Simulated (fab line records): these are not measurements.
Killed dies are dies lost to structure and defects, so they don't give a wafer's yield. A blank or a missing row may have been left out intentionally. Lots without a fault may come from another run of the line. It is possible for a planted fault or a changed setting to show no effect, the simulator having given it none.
fab line records ; flow n5-finfet
record: lots: 9; wafers: 27; last-day: 18
route steps=1938 shown FIN_SAQP@95 BEOL_M4@1111 PASSIVATION@1936
lots with no fault: from the same line, run without faults
start-h: hours from the record's first day to the start of the lot's first wafer shown ; wait-h: hours since the lot's step before ; " repeats the value in the row above ; L1.1+2: a single row standing in for several wafers ; - no value, or no start was given ; * or withheld: withheld ; < > ~ a bound
route shown NAME@n: names a module that has steps shown in the file, with the first one's number in the route ; usual: mean/standard deviation taken from wafers without a fault ; same: alike in all rows ; chamber/n: place in a boat ; sites: readings site by site ; _std_site: standard deviation across them ; _edge_site: inner sites' mean taken away from outer sites' mean ; radius-mm: for every site, how far away it sits from the centre of the wafer ; mask NAME#n: copy n ; behind: the most recent tool/chamber to have shaped the wafer ; hold: why the lot went on hold/how many hours it stayed there/how the hold came to an end ; device: names the non-switching transistor (n, p or np) ; end of line: tests of these same wafers at the route's end ; a step without rows: its recipe alone ; killed: dies lost to structure and defects at the first sort, not the wafer's yield ; map: shows each die of a wafer: x if killed, . if not, _ if none is there
set.NAME: the setting that was run; set.NAME@STEP: the one run at that earlier step ; model.NAME: the simulator's own value behind a step, which no gauge read
steps of the route over a sample of lots; a table a step, a row a wafer
services: from which hour (start-h, from the record's first day; less than 0 if before it) a tool's chamber was out of use, for how many hours, and why
== steps ==
step: N5_FIN_SAQP_DENSIFY_62
recipe: temp-c: 700; time-s: 60; ambient: N2; idle-temp-c: 600; ramp-up-c-per-s: 150; ramp-down-c-per-s: 60; cool-to-c: 600
usual: lamp-power-pct: 9.85/0.055; wafer_temp_C_max: 703.3/0.68
lot.wafer;tool;chamber;start-h;wait-h;lamp-power-pct;wafer_temp_C_max
L168.1;rtp-anneal-01;0;32.96;0.1;9.93;703.5
L168.3;rtp-anneal-01;0;32.96;0.1;9.88;703.0
L168.5;rtp-anneal-01;0;32.96;0.1;9.81;704.9
L169.2;rtp-anneal-01;0;39.03;0.2;9.83;704.4
L169.5;rtp-anneal-01;0;39.03;0.2;9.98;703.9
L169.6;rtp-anneal-01;0;39.03;0.2;9.88;703.1
L171.2;rtp-anneal-01;0;50.39;0.1;9.78;703.0
L171.5;rtp-anneal-01;0;50.39;0.1;9.78;703.3
L171.6;rtp-anneal-01;0;50.39;0.1;9.88;702.1
L176.1;rtp-anneal-01;0;81.21;0.5;9.86;703.0
L176.5;rtp-anneal-01;0;81.21;0.5;9.81;702.9
L176.6;rtp-anneal-01;0;81.21;0.5;9.79;703.4
L182.1;rtp-anneal-02;0;117.42;0.1;9.75;703.1
L182.3;rtp-anneal-02;0;117.42;0.1;9.88;702.2
L182.4;rtp-anneal-02;0;117.42;0.1;9.84;702.6
L183.1;rtp-anneal-02;0;124.88;0.1;9.79;703.5
L183.2;rtp-anneal-02;0;124.88;0.1;9.81;704.5
L183.5;rtp-anneal-02;0;124.88;0.1;9.90;703.4
L184.1;rtp-anneal-01;0;131.52;0.1;9.84;702.6
L184.2;rtp-anneal-01;0;131.52;0.1;9.77;704.0
L184.3;rtp-anneal-01;0;131.52;0.1;9.83;703.5
L187.2;rtp-anneal-02;0;147.96;0.2;9.79;703.1
L187.3;rtp-anneal-02;0;147.96;0.2;9.74;703.7
L187.4;rtp-anneal-02;0;147.96;0.2;9.82;702.8
L188.2;rtp-anneal-02;0;154.37;0.1;9.93;702.1
L188.3;rtp-anneal-02;0;154.37;0.1;9.88;703.7
L188.6;rtp-anneal-02;0;154.37;0.1;9.89;704.4
step: N5_FIN_SAQP_HM_DEP_03
recipe: material: SiNx; target-thk-a: 380; temp-c: 400; precursor: SiH4/NH3/N2; pressure-torr: 1.5; rf-w: 300; time-s: 33.6
usual: heater-power-outer-w: 459/55; heater-power-w: 790/65; showerhead-plenum-p-Torr: 5.16/0.064; susceptor-temp-C: 400.04/0.25; throttle-valve-pct: 41.3/2.9
lot.wafer;tool;chamber;start-h;wait-h;heater-power-outer-w;heater-power-w;showerhead-plenum-p-Torr;susceptor-temp-C;throttle-valve-pct
L168.1;pecvd-04;1;33.18;0.2;414;777;5.14;400.17;40.5
L168.3;pecvd-04;0;33.18;0.2;492;835;5.12;399.97;47.2
L168.5;pecvd-04;0;33.18;0.2;489;819;5.13;399.63;47.4
L169.2;pecvd-04;0;39.21;0.2;488;782;5.12;400.06;47.2
L169.5;pecvd-04;0;39.21;0.2;469;790;5.13;400.34;47.2
L169.6;pecvd-04;1;39.21;0.2;381;738;5.15;399.91;40.5
L171.2;pecvd-04;1;50.57;0.2;364;684;5.14;399.77;40.5
L171.5;pecvd-04;1;50.57;0.2;371;681;5.13;399.84;40.3
L171.6;pecvd-04;0;50.57;0.2;485;838;5.13;400.60;47.6
L176.1;pecvd-04;1;81.42;0.2;408;729;5.15;399.70;40.4
L176.5;pecvd-04;2;81.42;0.2;485;836;5.04;400.14;36.4
L176.6;pecvd-04;1;81.42;0.2;416;746;5.13;399.90;40.3
L182.1;pecvd-02;1;117.63;0.2;482;766;5.21;400.06;40.0
L182.3;pecvd-02;2;117.63;0.2;449;764;5.21;400.45;40.2
L182.4;pecvd-02;0;117.63;0.2;426;765;5.08;400.15;44.1
L183.1;pecvd-02;1;125.09;0.2;474;755;5.22;400.46;40.3
L183.2;pecvd-02;2;125.09;0.2;498;826;5.21;400.10;40.6
L183.5;pecvd-02;1;125.09;0.2;466;757;5.21;400.08;40.0
L184.1;pecvd-02;1;131.93;0.3;525;869;5.22;400.47;40.3
L184.2;pecvd-02;2;131.93;0.3;403;721;5.22;400.07;40.6
L184.3;pecvd-02;0;131.93;0.3;483;853;5.08;399.79;43.8
L187.2;pecvd-03;0;148.16;0.2;382;703;5.20;400.15;38.9
L187.3;pecvd-03;2;148.16;0.2;504;846;5.11;400.14;38.1
L187.4;pecvd-03;0;148.16;0.2;384;719;5.20;400.15;38.8
L188.2;pecvd-02;1;154.56;0.2;552;886;5.23;400.18;40.1
L188.3;pecvd-02;2;154.56;0.2;456;792;5.21;399.88;40.4
L188.6;pecvd-02;1;154.56;0.2;563;891;5.22;400.15;40.3
step: N5_FIN_SAQP_THK_MEAS_05
usual: thk-nm: 37.9/0.49
lot.wafer;tool;chamber;start-h;wait-h;thk-nm
L168.1;film-metro-02;-;33.29;0.1;37.2
L168.3;film-metro-02;-;33.29;0.1;37.9
L168.5;film-metro-02;-;33.29;0.1;38.1
L169.2;film-metro-02;-;39.33;0.1;37.3
L169.5;film-metro-02;-;39.33;0.1;38.1
L169.6;film-metro-02;-;39.33;0.1;37.5
L171.2;film-metro-02;-;50.66;0.1;31.6
L171.5;film-metro-02;-;50.66;0.1;32.0
L171.6;film-metro-02;-;50.66;0.1;32.3
L176.1;film-metro-01;-;81.51;0.1;31.6
L176.5;film-metro-01;-;81.51;0.1;32.6
L176.6;film-metro-01;-;81.51;0.1;32.3
L182.1;film-metro-01;-;117.72;0.1;38.1
L182.3;film-metro-01;-;117.72;0.1;37.3
L182.4;film-metro-01;-;117.72;0.1;37.7
L183.1;film-metro-01;-;125.18;0.1;37.8
L183.2;film-metro-01;-;125.18;0.1;37.1
L183.5;film-metro-01;-;125.18;0.1;38.5
L184.1;film-metro-02;-;132.01;0.1;37.6
L184.2;film-metro-02;-;132.01;0.1;37.2
L184.3;film-metro-02;-;132.01;0.1;37.1
L187.2;film-metro-02;-;148.25;0.1;38.3
L187.3;film-metro-02;-;148.25;0.1;37.4
L187.4;film-metro-02;-;148.25;0.1;38.7
L188.2;film-metro-01;-;154.65;0.1;38.1
L188.3;film-metro-01;-;154.65;0.1;37.4
L188.6;film-metro-01;-;154.65;0.1;38.8
step: N5_FIN_SAQP_PECVD_48
recipe: material: SiNx; target-thk-a: 250; temp-c: 400; precursor: SiH4/NH3/N2; pressure-torr: 1.5; rf-w: 300; time-s: 22.1
usual: heater-power-outer-w: 454/47; heater-power-w: 783/57; showerhead-plenum-p-Torr: 5.15/0.067; susceptor-temp-C: 400.01/0.2; throttle-valve-pct: 41/3.4
lot.wafer;tool;chamber;start-h;wait-h;heater-power-outer-w;heater-power-w;showerhead-plenum-p-Torr;susceptor-temp-C;throttle-valve-pct
L168.1;pecvd-02;0;33.37;0.0;456;814;5.08;400.03;43
L168.3;pecvd-02;2;33.37;0.0;455;791;5.22;400.19;40
L168.5;pecvd-02;0;33.37;0.0;463;811;5.07;400.21;43
L169.2;pecvd-03;1;39.40;0.0;424;732;5.27;399.81;42
L169.5;pecvd-03;0;39.40;0.0;409;746;5.19;399.95;39
L169.6;pecvd-03;2;39.40;0.0;517;816;5.13;400.12;37
L171.2;pecvd-02;0;50.74;0.0;413;748;5.06;400.36;44
L171.5;pecvd-02;2;50.74;0.0;459;758;5.20;400.22;40
L171.6;pecvd-02;1;50.74;0.0;481;778;5.22;400.14;40
L176.1;pecvd-03;1;81.59;0.0;395;687;5.26;400.38;43
L176.5;pecvd-03;2;81.59;0.0;461;809;5.13;400.08;37
L176.6;pecvd-03;0;81.59;0.0;390;714;5.19;399.90;39
L182.1;pecvd-03;1;117.80;0.0;407;705;5.25;399.90;43
L182.3;pecvd-03;2;117.80;0.0;505;867;5.13;400.00;38
L182.4;pecvd-03;0;117.80;0.0;432;783;5.18;399.98;38
L183.1;pecvd-03;1;125.26;0.0;406;706;5.26;399.85;43
L183.2;pecvd-03;2;125.26;0.0;520;898;5.12;400.23;38
L183.5;pecvd-03;2;125.26;0.0;520;879;5.11;399.97;38
L184.1;pecvd-02;2;132.09;0.0;470;789;5.21;399.91;40
L184.2;pecvd-02;1;132.09;0.0;566;890;5.23;400.13;40
L184.3;pecvd-02;0;132.09;0.0;489;856;5.08;399.96;44
L187.2;pecvd-04;0;148.32;0.0;416;704;5.12;399.60;49
L187.3;pecvd-04;2;148.32;0.0;456;810;5.04;400.01;37
L187.4;pecvd-04;1;148.32;0.0;443;790;5.14;400.01;40
L188.2;pecvd-03;0;154.72;0.0;436;798;5.20;400.23;39
L188.3;pecvd-03;2;154.72;0.0;470;797;5.12;399.83;38
L188.6;pecvd-03;1;154.72;0.0;360;628;5.27;400.02;43
step: N5_FIN_SAQP_HM_DEP_72
recipe: material: SiO2; target-thk-a: 120; temp-c: 400; precursor: SiH4/N2O; pressure-torr: 0.75; rf-w: 275; time-s: 7.2
usual: heater-power-outer-w: 462/52; heater-power-w: 793/61; showerhead-plenum-p-Torr: 8.19/0.14; susceptor-temp-C: 400.02/0.23
lot.wafer;tool;chamber;start-h;wait-h;heater-power-outer-w;heater-power-w;showerhead-plenum-p-Torr;susceptor-temp-C
L168.1;pecvd-04;0;33.53;0.0;496;825;8.13;399.89
L168.3;pecvd-04;1;33.53;0.0;441;759;8.16;400.41
L168.5;pecvd-04;0;33.53;0.0;499;827;8.12;400.28
L169.2;pecvd-02;2;39.57;0.0;499;820;8.28;400.07
L169.5;pecvd-02;2;39.57;0.0;494;827;8.30;400.25
L169.6;pecvd-02;1;39.57;0.0;581;887;8.31;400.24
L171.2;pecvd-02;2;50.90;0.0;450;750;8.26;399.90
L171.5;pecvd-02;0;50.90;0.0;471;836;8.03;399.77
L171.6;pecvd-02;1;50.90;0.0;522;843;8.31;399.87
L176.1;pecvd-04;1;81.75;0.0;461;826;8.14;400.02
L176.5;pecvd-04;2;81.75;0.0;440;782;7.92;400.03
L176.6;pecvd-04;1;81.75;0.0;470;806;8.13;399.99
L182.1;pecvd-02;1;117.96;0.0;568;915;8.33;400.16
L182.3;pecvd-02;2;117.96;0.0;444;748;8.30;399.97
L182.4;pecvd-02;1;117.96;0.0;566;904;8.32;399.85
L183.1;pecvd-04;2;125.43;0.0;422;727;7.93;400.15
L183.2;pecvd-04;1;125.43;0.0;405;714;8.16;400.18
L183.5;pecvd-04;1;125.43;0.0;393;725;8.14;400.24
L184.1;pecvd-03;2;132.26;0.0;519;859;8.12;399.56
L184.2;pecvd-03;1;132.26;0.0;371;670;8.39;399.76
L184.3;pecvd-03;0;132.26;0.0;455;811;8.26;399.85
L187.2;pecvd-02;2;148.49;0.0;465;796;8.28;399.85
L187.3;pecvd-02;1;148.49;0.0;543;854;8.30;400.18
L187.4;pecvd-02;2;148.49;0.0;461;813;8.28;399.77
L188.2;pecvd-04;1;154.89;0.0;462;800;8.13;400.19
L188.3;pecvd-04;0;154.89;0.0;518;821;8.13;399.73
L188.6;pecvd-04;2;154.89;0.0;469;826;7.92;399.83
step: N5_BEOL_M4_RC_MEAS_101
usual: DIBL_N: 36.2/1.6; DIBL_P: 36.1/2; IOFF_N: 0.16/0.032; IOFF_P: 0.22/0.036; ION_N: 672/11; ION_P: 463/7.5; SS_N: 71.4/0.58; SS_P: 73.2/0.67; VT_N: 250/3.3; VT_P: -250/3.3
lot.wafer;tool;chamber;start-h;wait-h;DIBL_N[mV/V];DIBL_P[mV/V];IOFF_N[nA/um];IOFF_P[nA/um];ION_N[uA/um];ION_P[uA/um];SS_N[mV/dec];SS_P[mV/dec];VT_N[mV];VT_P[mV]
L168.1;prober-02;0;179.65;0.0;35.8;36.9;0.15;0.22;678;470;71.6;73.6;248;-250
L168.3;prober-02;0;179.65;0.0;35.9;35.7;0.15;0.19;664;457;71.4;72.8;249;-252
L168.5;prober-02;0;179.65;0.0;38.0;39.7;0.19;0.27;675;469;72.2;74.3;249;-249
L169.2;prober-02;0;181.64;0.2;36.3;35.6;0.16;0.23;683;474;71.8;73.3;247;-250
L169.5;prober-02;0;181.64;0.2;37.3;37.0;0.18;0.25;680;465;71.7;73.5;247;-246
L169.6;prober-02;0;181.64;0.2;37.1;36.1;0.16;0.22;680;472;71.6;73.8;248;-250
L171.2;prober-01;0;200.53;0.2;37.3;36.4;0.17;0.23;673;467;71.5;73.2;250;-247
L171.5;prober-01;0;200.53;0.2;36.5;34.5;0.17;0.20;678;459;71.8;72.7;247;-249
L171.6;prober-01;0;200.53;0.2;34.3;33.2;0.13;0.18;668;457;70.1;72.1;249;-250
L176.1;prober-02;0;234.37;0.0;36.8;37.0;0.18;0.23;673;461;71.7;73.3;248;-250
L176.5;prober-02;0;234.37;0.0;36.4;36.5;0.18;0.22;676;470;71.3;73.8;249;-251
L176.6;prober-02;0;234.37;0.0;34.8;35.0;0.15;0.21;676;465;71.6;73.7;248;-248
L183.1;prober-02;0;273.13;0.0;34.6;34.6;0.12;0.18;661;458;71.6;72.5;254;-253
L183.2;prober-02;0;273.13;0.0;35.1;35.6;0.13;0.19;667;461;71.1;72.6;254;-250
L183.5;prober-02;0;273.13;0.0;36.8;38.2;0.15;0.23;679;470;72.1;73.9;251;-250
L182.1;prober-02;0;276.46;0.0;34.2;33.8;0.13;0.18;647;455;70.6;72.7;253;-253
L182.3;prober-02;0;276.46;0.0;33.3;32.6;0.13;0.17;657;459;70.6;72.4;251;-251
L182.4;prober-02;0;276.46;0.0;36.3;36.6;0.17;0.23;665;457;72.2;73.4;248;-250
L184.1;prober-02;0;286.14;0.0;34.9;35.6;0.14;0.23;668;463;71.3;73.1;253;-246
L184.2;prober-02;0;286.14;0.0;32.7;32.1;0.12;0.18;677;467;70.6;72.5;251;-248
L184.3;prober-02;0;286.14;0.0;37.0;37.2;0.19;0.27;681;472;71.7;73.3;245;-244
L187.2;prober-02;0;294.98;0.2;33.0;30.8;0.11;0.15;649;449;71.1;72.6;257;-254
L187.3;prober-02;0;294.98;0.2;38.4;38.8;0.20;0.27;676;463;71.9;74.0;248;-244
L187.4;prober-02;0;294.98;0.2;35.4;34.2;0.13;0.19;670;463;71.2;72.6;251;-249
L188.2;prober-02;0;323.01;0.2;33.9;34.4;0.12;0.17;661;464;70.6;71.7;254;-253
L188.3;prober-02;0;323.01;0.2;35.4;37.0;0.14;0.20;679;466;70.3;72.9;253;-249
L188.6;prober-02;0;323.01;0.2;34.7;36.1;0.13;0.19;669;466;70.5;72.2;254;-252
step: N5_PASSIVATION_PROBE_49
usual: defect-limited-yield: 91.4/1.3; killed_at_M0_to_M3: 34/10; killed_at_M4_up: 14/5.6; killed-at-contacts: 13/5.9; killed-at-front-end: 37/9.9; killed-at-other: 3.5/2.8; killed-dies: 101/15; killed-on-rim: 13/3.9; killed-open: 67/12; killed-short: 32/6.6; sort_bin_5_function: 5.0/0.81; sort_bin_6_memory: 3.2/0.66; sort-n-pass: 1079/15; sort-yield-pct: 91.4/1.3
same: gross-dies: 1180; killed-at-back-side: 0; sort_bin_4_leakage[%]: 0; sort_bin_8_speed[%]: 0
lot.wafer;tool;chamber;start-h;wait-h;defect-limited-yield[%];killed_at_M0_to_M3;killed_at_M4_up;killed-at-contacts;killed-at-front-end;killed-at-other;killed-dies;killed-on-rim;killed-open;killed-short;sort_bin_5_function[%];sort_bin_6_memory[%];sort-n-pass;sort-yield-pct[%]
L171.2;prober-01;-;311.72;0.1;85.2;39;25;7;102;2;175;79;66;25;5.3;2.3;1005;85.2
L171.5;prober-01;-;311.87;0.2;85.6;35;21;10;104;0;170;73;70;24;5.1;2.9;1010;85.6
L171.6;prober-01;-;311.92;0.3;84.5;35;20;10;116;2;183;83;63;28;4.4;3.1;997;84.5
L176.1;prober-02;-;337.09;0.0;86.4;45;8;10;93;4;160;66;68;28;4.9;3.1;1020;86.4
L176.5;prober-02;-;337.29;0.2;84.8;43;18;4;113;1;179;67;78;34;5.3;4.0;1001;84.8
L176.6;prober-02;-;337.34;0.3;83.7;57;11;11;108;5;192;70;86;43;6.4;4.2;988;83.7
killed by level:class
L171.2 FIN_SAQP:area-dep=84 BEOL_M0_SAQP:geometric-particle:open=11 BEOL_M4:geometric-particle:open=11 BEOL_M2:geometric-particle:open=9 BEOL_M3:geometric-particle:open=8 BEOL_M5:geometric-particle:open=5 MOL_CONTACT_COAG:geometric-particle:open=5 BEOL_M0_SAQP:geometric-particle:short=4
L171.5 FIN_SAQP:area-dep=76 BEOL_M3:geometric-particle:open=11 BEOL_M4:geometric-particle:open=11 BEOL_M0_SAQP:geometric-particle:short=9 MOL_CONTACT_COAG:geometric-particle:open=8 BEOL_M2:geometric-particle:open=8 STI_FIN_REVEAL:geometric-particle:open=5 ILD0:geometric-particle:open=4
L171.6 FIN_SAQP:area-dep=89 BEOL_M3:geometric-particle:open=10 MOL_CONTACT_COAG:geometric-particle:open=9 BEOL_M0_SAQP:geometric-particle:open=9 BEOL_M4:geometric-particle:open=9 FIN_SAQP:geometric-particle:open=7 BEOL_M0_SAQP:geometric-particle:short=5 FIN_SAQP:geometric-particle:short=4
L176.1 FIN_SAQP:area-dep=64 BEOL_M0_SAQP:geometric-particle:open=9 MOL_CONTACT_COAG:geometric-particle:open=8 BEOL_M2:geometric-particle:open=8 STI_FIN_REVEAL:geometric-particle:open=7 BEOL_M0_SAQP:geometric-particle:short=7 BEOL_M3:geometric-particle:open=7 BEOL_M1:geometric-particle:open=6
L176.5 FIN_SAQP:area-dep=67 BEOL_M2:geometric-particle:open=15 STI_FIN_REVEAL:geometric-particle:open=11 BEOL_M0_SAQP:geometric-particle:short=7 BEOL_M5:geometric-particle:open=6 FIN_SAQP:geometric-particle:open=6 BEOL_M4:geometric-particle:open=6 BEOL_M1:geometric-particle:open=5
L176.6 FIN_SAQP:area-dep=63 BEOL_M0_SAQP:geometric-particle:short=14 BEOL_M0_SAQP:geometric-particle:open=13 BEOL_M1:geometric-particle:open=11 DUMMY_GATE:geometric-particle:open=9 MOL_CONTACT_COAG:geometric-particle:open=9 FIN_SAQP:geometric-particle:short=7 STI_FIN_REVEAL:geometric-particle:open=7
== services ==
tool;chamber;start-h;hours;kind
pecvd-03;0;12.61;2.1;scheduled-down
pecvd-04;2;21.12;-;clean
pecvd-04;2;21.12;-;consumable-replace:showerhead
pecvd-04;2;21.12;29.0;scheduled-down
pecvd-04;2;21.12;29.0;vent-cycle
pecvd-02;0;54.61;2.1;scheduled-down
pecvd-04;2;70.36;2.1;scheduled-down
pecvd-03;-;99.55;2.8;pm
pecvd-04;1;107.70;5.5;scheduled-down
pecvd-04;-;116.67;4.2;repair
== key ==
first-sign: step: N5_FIN_SAQP_THK_MEAS_05; reading: thk-nm; direction: down; sigmas: 12; usual: *; struck: *
effect: step: N5_PASSIVATION_PROBE_49; reading: killed-at-front-end; direction: up; sigmas: 7; usual: 37; struck: 106
more-kills-born-at: N5_FIN_SAQP_HM_DEP_03@pecvd-04: 443
met-at N5_FIN_SAQP_HM_DEP_03
struck-lots L171,L176
not-acting-at N5_FIN_SAQP_DENSIFY_62,N5_FIN_SAQP_PECVD_48,N5_FIN_SAQP_HM_DEP_72
onset-between 39.21 50.57
fault: kind: site-profile-drift; tool: pecvd-04; chamber: -; onset-h: 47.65; steps: N5_FIN_SAQP_HM_DEP_03; basis: fraction; max-abs-drift: 0.36112; slope-share-per-hr: 80.248; site-pattern: 0,0,0,0,0,-1,-1,-1,-1
